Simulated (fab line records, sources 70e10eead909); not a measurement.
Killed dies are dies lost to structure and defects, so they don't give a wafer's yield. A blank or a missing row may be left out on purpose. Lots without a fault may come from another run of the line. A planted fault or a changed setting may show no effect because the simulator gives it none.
Tool commonality check | flow nand_harc | 3 lots, 9 wafers sampled

WHY IT WAS OPENED
At NHARC_END_SORT_01 the reading killed_at_array is flagged on 3 of 3 lots. Wafers without a fault read 25, standard deviation 7.8.
Rule: a lot is flagged when every wafer of it that has a number lies more than 4 standard deviations from that mean, or none has a number. The other lots count as sound.

lot  | measured     | on        | killed_at_array, wafer by wafer | flag
L776 | day 20 17:33 | prober-01 | 674 676 671                     | FLAGGED
L777 | day 21 18:49 | prober-02 | 673 673 673                     | FLAGGED
L779 | day 23 04:03 | prober-02 | 671 676 672                     | FLAGGED
The numbers of the flagged lots are 673 on average: +648 against the usual, or +83 standard deviations.

WHICH TOOL RAN EACH LOT
The record holds 2 process steps before the reading, out of a route of 1159 steps. In each cell: the tool, then ch and the chambers that the sampled wafers went through, then the start.
lot  | flag    | NHARC_A_CHANNEL_HOLE_D1_DEP_00                                  | NHARC_A_CHANNEL_HOLE_D1_DESCUM_15
L776 | FLAGGED | acl_dep-03 ch 0, day 9 22:01                                    | rie_diel-05 ch 0,1,2, day 10 02:22
L777 | FLAGGED | acl_dep-03 ch 0, day 10 05:33 and acl_dep-01 ch 0, day 10 07:41 | rie_diel-10 ch 0,2,3, day 10 10:25
L779 | FLAGGED | acl_dep-01 ch 0, day 11 05:49                                   | rie_diel-05 ch 1,2, day 11 12:05
What these steps do:
- NHARC_A_CHANNEL_HOLE_D1_DEP_00: deposits aC, target thk 3100 nm.
- NHARC_A_CHANNEL_HOLE_D1_DESCUM_15: chemistry O2, time 3 s.
- NHARC_END_SORT_01

FLAGGED OVER TOTAL, TOOL BY TOOL (the gauges that took the reading come last)
step                              | tool        | lots run | flagged | share of the flagged lots | sound lots run after its first flagged lot
NHARC_A_CHANNEL_HOLE_D1_DEP_00    | acl_dep-01  | 2        | 2       | some                      | 0
NHARC_A_CHANNEL_HOLE_D1_DEP_00    | acl_dep-03  | 2        | 2       | some                      | 0
NHARC_A_CHANNEL_HOLE_D1_DESCUM_15 | rie_diel-05 | 2        | 2       | some                      | 0
NHARC_A_CHANNEL_HOLE_D1_DESCUM_15 | rie_diel-10 | 1        | 1       | some                      | 0
NHARC_END_SORT_01                 | prober-01   | 1        | 1       | some                      | 0
NHARC_END_SORT_01                 | prober-02   | 2        | 2       | some                      | 0

WHAT THE TABLE ALLOWS
No row of the table ran every flagged lot.

WHAT THE SIMULATOR HAD PUT IN
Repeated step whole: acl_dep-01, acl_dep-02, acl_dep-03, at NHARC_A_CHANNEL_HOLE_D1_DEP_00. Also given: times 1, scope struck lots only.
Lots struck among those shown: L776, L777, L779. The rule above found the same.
